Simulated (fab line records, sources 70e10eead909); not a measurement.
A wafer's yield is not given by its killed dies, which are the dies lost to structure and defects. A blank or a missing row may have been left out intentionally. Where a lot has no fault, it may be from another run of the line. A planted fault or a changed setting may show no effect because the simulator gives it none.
Which tool did it? | flow nand_harc | 12 lots with 36 wafers sampled at 3 steps, on a route of 1159 steps

== WHAT THE GAUGES SHOWED, per wafer ==
NHARC_A_WL_FILL_INSPECT_15.
lot  | measured     | on                | raw_defect_count
L628 | day 15 21:48 | defect_inspect-02 | 259 317 287
L631 | day 16 09:02 | defect_inspect-01 | 335 411 354
L633 | day 16 14:09 | defect_inspect-01 | 393 546 257
L630 | day 16 18:23 | defect_inspect-01 | 424 251 375
L634 | day 17 18:29 | defect_inspect-02 | 270 309 319
L635 | day 18 05:08 | defect_inspect-01 | 358 299 575
L643 | day 19 22:58 | defect_inspect-01 | 208 319 397
L649 | day 20 14:49 | defect_inspect-02 | 432 566 532
L648 | day 20 19:05 | defect_inspect-01 | 470 452 462
L646 | day 21 11:00 | defect_inspect-02 | 436 477 388
L651 | day 21 18:34 | defect_inspect-01 | 320 255 352
L650 | day 21 19:13 | defect_inspect-02 | 377 303 368

NHARC_A_CONTACT_CD_MEAS_42 targets a cd of 200 nm.
lot  | measured     | on        | cd_nm (nm)
L628 | day 16 02:21 | cd_sem-01 | 199.9 200.3 199.9
L631 | day 16 15:19 | cd_sem-02 | 200.3 199.8 200.4
L633 | day 16 19:24 | cd_sem-01 | 200.4 200.2 200.0
L630 | day 16 22:37 | cd_sem-02 | 200.2 200.3 200.2
L634 | day 17 22:08 | cd_sem-03 | 200.1 200.4 199.9
L635 | day 18 11:25 | cd_sem-01 | 200.1 200.1 199.3
L643 | day 20 02:28 | cd_sem-03 | 200.2 200.8 199.8
L649 | day 20 19:41 | cd_sem-01 | 185.0 185.7 185.3
L648 | day 21 01:27 | cd_sem-02 | 188.0 188.5 188.6
L646 | day 21 16:13 | cd_sem-03 | 190.1 190.8 190.1
L651 | day 21 22:11 | cd_sem-03 | 200.4 201.0 200.0
L650 | day 21 23:03 | cd_sem-03 | 200.4 199.8 199.6

== EACH LOT AND THE TOOL THAT RAN IT (in order: tool; ch and the chambers of the sampled wafers; start) ==
lot  | NHARC_A_CONTACT_EXPOSE_39
L628 | arfi_scanner-02 ch 0, day 16 02:13
L631 | arfi_scanner-02 ch 0, day 16 15:10
L633 | arfi_scanner-02 ch 0, day 16 19:16
L630 | arfi_scanner-01 ch 0, day 16 22:29
L634 | arfi_scanner-02 ch 0, day 17 22:00
L635 | arfi_scanner-03 ch 0, day 18 11:16
L643 | arfi_scanner-01 ch 0, day 20 02:20
L649 | arfi_scanner-02 ch 0, day 20 19:33
L648 | arfi_scanner-02 ch 0, day 21 01:19
L646 | arfi_scanner-02 ch 0, day 21 16:05
L651 | arfi_scanner-03 ch 0, day 21 22:04
L650 | arfi_scanner-01 ch 0, day 21 22:55
- NHARC_A_CONTACT_EXPOSE_39: exposes mask A CC 3.

== AS READ BY THE TOOLS THEMSELVES (means over the sampled wafers that have a number; for cases with no such wafer, the mark the record gives instead) ==
NHARC_A_CONTACT_EXPOSE_39.
lot  | tool            | exposure_dose_mJ_cm2
L628 | arfi_scanner-02 | 58.75
L631 | arfi_scanner-02 | 58.77
L633 | arfi_scanner-02 | 58.78
L630 | arfi_scanner-01 | 58.92
L634 | arfi_scanner-02 | 58.75
L635 | arfi_scanner-03 | 58.77
L643 | arfi_scanner-01 | 58.92
L649 | arfi_scanner-02 | 40.55
L648 | arfi_scanner-02 | 44.23
L646 | arfi_scanner-02 | 46.48
L651 | arfi_scanner-03 | 58.74
L650 | arfi_scanner-01 | 58.90

== THE ANSWER, worked out from the rows above alone ==
Rule: the lots themselves supply what counts as usual. Put in order of their means at a reading, lots are off if they are a third of the lots or fewer, leave a main group of 4 or more, and stand apart from it by a gap of 3 or more times the standard deviation of the main group's means; of several such gaps the widest counts. If all means in a main group match to the digits the tables above print for the reading, that group is not used. Also off: a lot with no number at a reading for which 4 or more lots have one. The other lots that the step has rows for count as sound. The gauges are gone through in route order, then the tools' own readings, and for those a lot's mean is taken as printed above. At the first step where some lot is off, the reading lying furthest off is the one used; lots without a number count as furthest.
Off at NHARC_A_CONTACT_CD_MEAS_42 (cd_nm): L649, L648, L646. The main group has a mean of 200.1 nm with a standard deviation of 0.18.
A tool fits if, at a process step before that reading, it ran every lot that is off, and no sound lot after the first of them. Not tried: the gauges at NHARC_A_CONTACT_CD_MEAS_42; whatever is off there is also off at NHARC_A_CONTACT_EXPOSE_39, on other tools, and gauge error can't account for it. One candidate fits, namely arfi_scanner-02 at NHARC_A_CONTACT_EXPOSE_39. Its last sound lot is L634 (day 17 22:00), its first lot that is off L649 (day 20 19:33): a fault that began between those two fits.
On the lots that are off, the tool's own readings at NHARC_A_CONTACT_EXPOSE_39 differ by more than 5 times the standard deviation of the sound lots' means, which bears it out; exposure_dose_mJ_cm2 reads 43.75 there versus 58.81 on the sound lots.

== WHAT THE SIMULATOR HAD INSERTED ==
Process parameters drifting: arfi_scanner-02 at NHARC_A_CONTACT_EXPOSE_39, beginning at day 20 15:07. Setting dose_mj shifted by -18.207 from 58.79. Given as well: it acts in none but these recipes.
Struck lots among those shown: L649, L648, L646. The same result came from the rule above.
